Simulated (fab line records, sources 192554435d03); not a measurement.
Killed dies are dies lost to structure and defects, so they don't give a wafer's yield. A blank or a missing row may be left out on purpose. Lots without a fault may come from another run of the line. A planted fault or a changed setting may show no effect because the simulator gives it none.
Problem report in the 8D (eight disciplines) form, filled by code | flow n5_finfet | the parts of the form that need people (team, actions taken, sign-off) are left out

1. THE PROBLEM
raw_defect_count at N5_BEOL_M5_INSPECT_58 reads a mean of 1329 on 2 wafers of 2 lots; wafers without a fault read 77 with a standard deviation of 21. That is +60 standard deviations from the usual mean.
The step: inspects for defects (darkfield).
First seen on wafer L764.1, day 10 18:31, on defect_inspect-01. The record holds 18 wafers of 6 lots with a number at this step. Rule for "out", or "out of limits": more than 4 standard deviations from the usual mean. The other wafers with a number count as sound.

2. WHAT IT IS AND WHAT IT IS NOT
question                    | is                                   | is not
which readings at this step | raw_defect_count                     | -
which lots                  | L764, L768                           | L757, L761, L772, L775
which wafers of those lots  | L764.1, L768.3                       | L764.2, L764.6, L768.2, L768.6
read on which gauges        | defect_inspect-01, defect_inspect-02 | -
when                        | from day 10 18:31                    | up to then (8 sound wafers); but 8 sound wafers of L768, L772, L775 came after

3. SUSPECTS, AND WHAT RULES EACH OUT
Counting: a tool at a process step up to the reading stays a suspect if it ran every lot that is out. Sound lots after the first of them don't rule it out here, since some wafers of a struck lot are sound.
- the gauge at N5_BEOL_M5_INSPECT_58: ruled out. The wafers that are out were read on 2 gauges (defect_inspect-01, defect_inspect-02).
- cvd_co-02 at N5_BEOL_M5_PRE_CLEAN_77 (time 15 s): kept. It ran every lot that is out, first L764 (day 10 18:14); its last sound lot up to then is L761 (day 10 01:49).
- pecvd-04 at N5_BEOL_M5_DEP_56 (deposits SiCN from 3MS/NH3, target thk 8 nm, time 14 s): kept. It ran every lot that is out, first L764 (day 10 18:24); its last sound lot up to then is L757 (day 9 04:05).
- Within pecvd-04 at N5_BEOL_M5_DEP_56: the wafers that are out ran in chamber 1; their sound lot-mates ran in chambers 0, 2.
Left after counting: cvd_co-02 at N5_BEOL_M5_PRE_CLEAN_77, pecvd-04 at N5_BEOL_M5_DEP_56.

4. THE CAUSE (what the simulator had put in)
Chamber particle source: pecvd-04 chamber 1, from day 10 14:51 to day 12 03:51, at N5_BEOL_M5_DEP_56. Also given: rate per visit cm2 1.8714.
Counting left 2 suspects, and this tool is among them.

5. THE CHAIN OF EFFECTS, in route order
Each row: a reading whose mean over the struck wafers that have a number lies more than 3 standard deviations from the usual. Only readings for which the record gives a usual standard deviation are gone through. hours: the time from each lot's start at the first step in this table that gives one to its start at this step, as a median over the lots. sigmas: the change in usual standard deviations.
hours | step                    | reading              | usual  | on struck wafers | change | sigmas
0     | N5_BEOL_M5_INSPECT_58   | raw_defect_count     | 77     | 1329             | +1252  | +60
2     | N5_BEOL_M6_INSPECT_13   | raw_defect_count     | 441    | 1719             | +1278  | +14
106   | N5_PASSIVATION_PROBE_49 | defect_limited_yield | 91.3 % | 87.3             | -4.0   | -3.0
106   | N5_PASSIVATION_PROBE_49 | killed_at_M4_up      | 14     | 63               | +49    | +9.4
106   | N5_PASSIVATION_PROBE_49 | killed_dies          | 103    | 149              | +46    | +3.1
106   | N5_PASSIVATION_PROBE_49 | killed_on_rim        | 14     | 30               | +16    | +4.0
106   | N5_PASSIVATION_PROBE_49 | sort_bin_5_function  | 5.1 %  | 7.9              | +2.8   | +3.2
106   | N5_PASSIVATION_PROBE_49 | sort_n_pass          | 1077   | 1031             | -46    | -3.1
106   | N5_PASSIVATION_PROBE_49 | sort_yield_pct       | 91.3 % | 87.3             | -4.0   | -3.0
The process steps in it:
- N5_PASSIVATION_PROBE_49
Later measuring or inspecting steps at which every struck wafer that the step has a row for has a number for every such reading, and none has moved that far: N5_BEOL_M6_THK_MEAS_01, N5_BEOL_M6_CD_MEAS_11, N5_BEOL_M6_OVL_MEAS_12.

6. WHAT WOULD HAVE CAUGHT IT SOONER
In this record the first reading out of limits at a measuring or inspecting step was taken at day 10 18:31, 4 hours after the fault began at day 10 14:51.
Of the tool readings at N5_BEOL_M5_DEP_56 for which the record gives a usual standard deviation, none was out on any struck wafer, so an alarm limit of 4 standard deviations on them would not have fired.
Of the lots that are out (2), L768 began N5_BEOL_M5_DEP_56 on pecvd-04 after day 10 18:31. A hold on the tool at that time would have spared it.
